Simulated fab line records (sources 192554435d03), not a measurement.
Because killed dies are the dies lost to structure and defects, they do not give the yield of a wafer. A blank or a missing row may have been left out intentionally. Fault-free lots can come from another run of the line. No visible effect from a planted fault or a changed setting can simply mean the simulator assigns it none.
A lot that was struck, set against a sound lot -- flow n5Finfet -- 19 steps out of a route of 1938
Sound: the wafers L574.2, L574.4, L574.5. Struck: wafers L582.2, L582.3, L582.6. The cause is named last.
At each step with rows: each side's tool, then ch and its chambers, then its first start. Under that, the readings that differ: sound wafers -- struck wafers -- difference of the means -- sigmas: that difference in standard deviations of wafers without a fault.
alike: readings with means less than 2 such deviations apart, plus words and numbers identical on both sides. not compared: withheld readings, readings lacking a value on some wafer, bounds such as >300 that could conceal the same value, and numbers that have no deviation in the record and whose values overlap.
Wherever a step has rows on one side only, a row that says differs or no value, or a row with sigmas, the two part there. When numbers do not overlap yet have no deviation, they are printed without sigmas and do not part them. A reading that every wafer of one side lacks parts them only if that side has two wafers or more.

N5_BEOL_M12_ETCH_68: etches SOC in N2/H2, time 285 s.
  sound on rieDiel-03 ch 0,1,3, day 13 14:46; struck on rieDiel-06 ch 0,1, day 15 03:53
reading,sound,struck,difference,sigmas
rfVppV (V),522.5 520.6 524.4,526.5 527.2 526.6,+4.3,+2
  alike: biasW, drypumpMotorCurrentA, oesProductAu, showerheadPlenumPTorr, throttleValvePct
  not compared: rfHoursCounterH
then, 1 step without rows for these wafers: N5_BEOL_M12_STRIP_69 (strips in N2/H2).
N5_BEOL_M12_TRENCH_ETCH_34: etches SiOC in C4F8/O2/Ar, target depth 318.95 nm, time 125.5 s.
  sound on rieDiel-03 ch 0,1,3, day 13 14:57; struck on rieDiel-06 ch 0,1, day 15 04:04
  alike: biasW, drypumpMotorCurrentA, heOuterTorr, oesProductAu, rfVppV, showerheadPlenumPTorr, throttleValvePct
  not compared: rfHoursCounterH
then, 1 step without rows for these wafers: N5_BEOL_M12_STRIP_70 (strips in C4F8/O2/Ar).
N5_BEOL_M12_OCD_MEAS_35:
  struck on ocd-02, day 15 04:13; sound on ocd-01, day 13 15:06
  alike: trenchDepthNm
then, 1 step without rows for these wafers: N5_BEOL_M12_STRIP_37 (strips in N2/H2).
N5_BEOL_M12_ETCH_38: etches SiCN in CF4/N2, target depth 68.7 nm, time 73.4 s.
  sound on rieDiel-03 ch 0,1,2, day 13 17:59; struck on rieDiel-01 ch 0,2, day 15 04:23
  alike: biasW, drypumpMotorCurrentA, oesProductAu, rfVppV, showerheadPlenumPTorr, throttleValvePct
  not compared: rfHoursCounterH
then, 3 steps without rows for these wafers: N5_BEOL_M12_PRECLEAN_39 (cleans in residue remover, time 60 s); N5_BEOL_M12_SRD_40 (time 30 s, dry time 30 s); N5_BEOL_M12_DEGAS_41 (time 60 s).
N5_BEOL_M12_PRE_CLEAN_42: time 30 s.
  struck on pvdSputter-01, day 15 06:40; sound on pvdSputter-02, day 13 18:37
  alike: heaterPowerW
N5_BEOL_M12_SPUTTER_43: material TaN, target thk 15 nm, time 24.19 s.
  struck on pvdSputter-01, day 15 06:43; sound on pvdSputter-02, day 13 18:40
  alike: cathodeDcPowerW, throttleValvePct
N5_BEOL_M12_SPUTTER_44: material Ta, target thk 10 nm, time 16.13 s.
  struck on pvdSputter-01, day 15 06:47; sound on pvdSputter-02, day 13 18:44
reading,sound,struck,difference,sigmas
cathodeDcPowerW (W),15000 14998 15005,11046 11050 11041,-3955,-99 or more
model.Ta_of_BEOL_M12_SPUTTER_44.thkNm (nm),10.2 10.2 10.2,7.4 7.2 7.2,-2.9,
  alike: throttleValvePct
then, 3 steps without rows for these wafers: N5_BEOL_M12_SPUTTER_45 (material Cu, target thk 80 nm, time 13.33 s); N5_BEOL_M12_ECD_47 (material Cu, target thk 720 nm); N5_BEOL_M12_ANNEAL_48 (time 90 s).
N5_BEOL_M12_CMP_49: polishes, stops on SiOC, t overpolish 20.6 s, target thk 320 nm.
  sound on cmp-01 ch 2,3, day 13 19:25; struck on cmp-01 ch 1,2, day 15 07:26
reading,sound,struck,difference,sigmas
barrierFieldEndpointS (s),30.8 29.2 29.6,28.1 27.2 26.9,-2.5,-3
  alike: motorCurrentA
N5_BEOL_M12_THK_MEAS_50: measures by xrf.
  struck on filmMetro-02, day 15 07:43; sound on filmMetro-01, day 13 19:40
reading,sound,struck,difference,sigmas
M12_THK (nm),311 329 315,340 330 335,+17,+2
N5_PASSIVATION_PROBE_49:
  struck on prober-01, day 16 18:47; sound on prober-01, day 15 01:22
reading,sound,struck,difference,sigmas
killedAtFrontEnd,27 34 20,49,+22,+2
  alike: defectLimitedYield, killed_at_M0_to_M3, killed_at_M4_up, killedAtContacts, killedAtOther, killedDies, killedOpen, killedShort, sort_bin_5_function, sort_bin_6_memory, sort_bin_8_speed, sortNPass, sortYieldPct

== WHERE THEY PART ==
Earliest at N5_BEOL_M12_ETCH_68; latest, in this record, at N5_PASSIVATION_PROBE_49.

WHY: what had been put in by the simulator
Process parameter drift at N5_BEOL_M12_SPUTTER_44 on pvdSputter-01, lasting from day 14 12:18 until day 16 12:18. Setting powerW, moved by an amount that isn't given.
